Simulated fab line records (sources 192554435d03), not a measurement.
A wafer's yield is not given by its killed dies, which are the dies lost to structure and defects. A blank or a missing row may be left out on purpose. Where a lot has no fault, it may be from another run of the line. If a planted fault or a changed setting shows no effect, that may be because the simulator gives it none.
Which of the tools did it? | flow n5 finfet | 12 lots (36 wafers sampled), 1 step of a 1938-step route

## WHAT THE GAUGES READ, wafer by wafer
N5_HKMG_FIN_OVL_MEAS_50.
lot  | measured    | on         | NDIPOLE_OVL (nm)
L075 | day 4 04:28 | overlay-01 | 1.6 0.8 1.8
L077 | day 4 18:13 | overlay-01 | -1.2 -0.5 -1.1
L079 | day 5 10:28 | overlay-01 | -0.1 0.7 -0.4
L081 | day 5 21:41 | overlay-01 | -0.2 -0.2 0.7
L083 | day 6 09:46 | overlay-01 | 0.2 0.5 0.5
L085 | day 7 01:14 | overlay-01 | 0.2 0.8 0.1
L087 | day 7 08:52 | overlay-02 | 1.9 0.9 1.2
L089 | day 7 20:50 | overlay-01 | 1.8 1.3 1.5
L091 | day 8 06:07 | overlay-01 | -0.5 0.6 0.0
L093 | day 8 21:30 | overlay-01 | 0.1 0.1 -0.2
L095 | day 9 06:47 | overlay-02 | 0.4 0.0 0.4
L097 | day 9 20:23 | overlay-01 | -0.1 -0.5 0.6

## WHAT TOOL EACH LOT RAN ON (gives the tool, then ch and the chambers of the sampled wafers, and finally the start)
The record holds no process step before these readings.

## THE ANSWER, worked out from the rows above alone
Rule: the usual values come from the lots themselves. Put in order of their means at a reading, lots are off if they are a third of the lots or fewer, leave a main group of 4 or more, and stand apart from it by a gap of 3 or more times the standard deviation of the main group's means; of several such gaps the widest counts. A main group whose means are all the same, to the digits that the tables above print for the reading, isn't used. A lot without any number at a reading at which 4 lots or more have one is off too. Where the step has rows for the other lots, those lots are counted as sound.
None of the lots is off at any reading shown; this tells nothing.

## WHAT WAS PUT IN BY THE SIMULATOR
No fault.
